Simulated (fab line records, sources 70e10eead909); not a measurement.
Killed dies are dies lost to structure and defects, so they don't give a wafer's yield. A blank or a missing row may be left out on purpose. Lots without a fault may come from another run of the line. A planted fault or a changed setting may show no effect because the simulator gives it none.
Chamber matching | flow nand_harc | NHARC_P_M0_DEP_32 on pecvd-02: 3 sister chambers
The step deposits SiCN, target thk 30 nm. 6 wafers are shown with their chamber, then 7 later ones without.

WAFERS WITH THEIR CHAMBER
wafer  | chamber | showerhead_vpp_V (V) | heater_power_outer_w (W)
L077.5 | 2       | 1328                 | 318
L080.2 | 2       | 1337                 | 378
L089.4 | 1       | 1334                 | 302
L089.6 | 0       | 1396                 | 267
L092.3 | 1       | 1312                 | 271
L092.4 | 0       | 1376                 | 224

WAFERS WITHOUT THEIR CHAMBER
wafer  | showerhead_vpp_V (V) | heater_power_outer_w (W)
L092.5 | 1322                 | 375
L093.3 | 1302                 | 311
L093.4 | 1355                 | 262
L093.5 | 1330                 | 385
L097.3 | 1306                 | 251
L097.4 | 1318                 | 405
L097.6 | 1310                 | 242

WHICH CHAMBER EACH WENT THROUGH
wafer  | from the rows above          | in truth
L092.5 | can't be placed: 2 or 1      | 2
L093.3 | can't be placed: 1 or 2      | 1
L093.4 | can't be placed: 0 or 1 or 2 | 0
L093.5 | can't be placed: 2 or 1      | 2
L097.3 | can't be placed: 1 or 2      | 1
L097.4 | can't be placed: 2 or 1      | 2
L097.6 | can't be placed: 1 or 2      | 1
Placed correctly: 0 of 7. Can't be placed from these rows: 7 (the true chamber is among the candidates in 7). Placed wrongly: 0.
How it was worked out, from the rows above alone: a wafer's distance from a chamber is the root of the sum, over the readings, of the square of ((its reading less the chamber's mean) divided by the reading's scatter). The wafer belongs to the nearest chamber; if the next one is less than 2 further off, it can't be placed. A chamber's mean is the mean of its shown wafers. The scatter: the root of (the sum of the squares of (reading less its chamber's mean) over the shown wafers, divided by (wafers less chambers)).
